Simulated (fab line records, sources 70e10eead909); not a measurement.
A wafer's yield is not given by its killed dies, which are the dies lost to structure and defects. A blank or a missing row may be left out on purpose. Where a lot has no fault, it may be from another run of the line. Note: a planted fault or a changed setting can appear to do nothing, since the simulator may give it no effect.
Matching of chambers	flow nandHarc	NHARC_A_STAIRCASE_DESCUM_219 on rieDiel-01: 4 sister chambers
The step chemistry O2, time 3 s. 16 wafers are shown with their chamber, then 8 later ones without.

## EACH WAFER AND ITS CHAMBER
wafer	chamber	showerheadPlenumPTorr (Torr)	oesProductAu (a.u.)	rfVppV (V)
L077.3	2	1.89	0.997	57.5
L077.4	1	1.93	1.005	57.3
L077.5	1	1.93	0.993	58.3
L078.1	3	2.04	1.000	58.8
L078.3	2	1.89	0.996	57.7
L078.4	1	1.93	0.993	58.0
L079.1	3	2.04	0.981	57.6
L079.2	1	1.93	0.978	56.1
L079.3	0	2.06	0.970	58.3
L081.3	3	2.03	0.984	58.8
L081.5	1	1.93	0.994	58.3
L081.6	2	1.89	1.002	57.1
L090.2	3	2.02	0.984	57.4
L090.3	2	1.88	1.004	58.1
L090.6	0	2.04	0.989	58.6
L091.3	3	2.02	0.991	57.6

SIGNATURES, as means of the wafers listed above
reading	chamber 0	chamber 1	chamber 2	chamber 3	scatter within a chamber
showerheadPlenumPTorr	2.0500	1.9300	1.8875	2.0300	0.0075
oesProductAu	0.97950	0.99260	0.99975	0.98800	0.00831
rfVppV	58.450	57.600	57.600	58.040	0.707
Rule: for each reading, subtract the chamber's mean from the wafer's reading, divide by that reading's scatter and square the result; add these up over the readings and take the root, which gives the wafer's distance from the chamber. The wafer belongs to the nearest chamber; if the next one is less than 2 further off, it can't be placed. The scatter is the square root of a quotient: the sum, over the shown wafers, of each reading's squared deviation from its chamber's mean, divided by wafers minus chambers.

## WAFERS WHOSE CHAMBER IS MISSING
wafer	showerheadPlenumPTorr (Torr)	oesProductAu (a.u.)	rfVppV (V)
L091.4	1.88	0.996	56.8
L091.5	2.04	0.993	58.4
L092.1	2.02	1.000	57.4
L092.2	2.04	1.000	59.1
L092.5	1.92	0.989	56.8
L094.1	1.92	0.992	57.9
L094.2	1.88	0.990	58.3
L094.5	1.92	0.994	59.4

## THE CHAMBER EACH PASSED THROUGH
wafer	from the rows above	in truth
L091.4	2	2
L091.5	can't be placed: 3 or 0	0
L092.1	3	3
L092.2	can't be placed: 3 or 0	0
L092.5	1	1
L094.1	1	1
L094.2	2	2
L094.5	1	1
Correct placement for 6 of the 8. These rows do not allow placing 2 (true chamber among the candidates in 2). Number placed wrongly: 0.
